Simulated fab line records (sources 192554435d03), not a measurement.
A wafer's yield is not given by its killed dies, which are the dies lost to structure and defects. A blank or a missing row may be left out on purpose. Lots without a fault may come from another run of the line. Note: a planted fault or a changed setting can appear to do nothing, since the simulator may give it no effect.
Matching of chambers    flow n5 finfet    N5_BEOL_M0_SAQP_ETCH_102 on rie si-01: 4 sister chambers
The step etches SiO2 in CF4, target depth 4 nm, time 4.4 s. 8 wafers are shown with their chamber, then 7 later ones without.

WAFERS WITH THEIR CHAMBER
wafer   chamber  throttle valve pct (%)  drypump motor current A (A)
L075.5  2        22.34                   5.8
L075.6  1        21.98                   5.7
L077.6  3        21.83                   5.9
L084.3  0        21.68                   5.0
L084.4  3        21.82                   5.9
L084.5  0        21.67                   5.0
L092.2  2        22.34                   5.8
L092.4  1        21.97                   5.6

WAFERS WHOSE CHAMBER IS MISSING
wafer   throttle valve pct (%)  drypump motor current A (A)
L092.6  22.33                   5.8
L093.2  22.34                   5.8
L093.5  21.85                   5.9
L093.6  21.68                   5.0
L095.1  21.69                   5.0
L095.3  21.83                   5.8
L095.4  21.97                   5.7

CHAMBER TAKEN BY EACH
wafer   from the rows above  in truth
L092.6  2                    2
L093.2  2                    2
L093.5  3                    3
L093.6  0                    0
L095.1  0                    0
L095.3  3                    3
L095.4  1                    1
7 of 7 placed correctly. Can't be placed from these rows: 0. Wrongly placed: 0.
How it was worked out, from the rows above alone: a wafer's distance from a chamber is the root of the sum, over the readings, of the square of ((its reading less the chamber's mean) divided by the reading's scatter). The wafer belongs to the nearest chamber; if the next one is less than 2 further off, it can't be placed. A chamber's mean is the mean of its shown wafers. The scatter: the root of (the sum of the squares of (reading less its chamber's mean) over the shown wafers, divided by (wafers less chambers)).
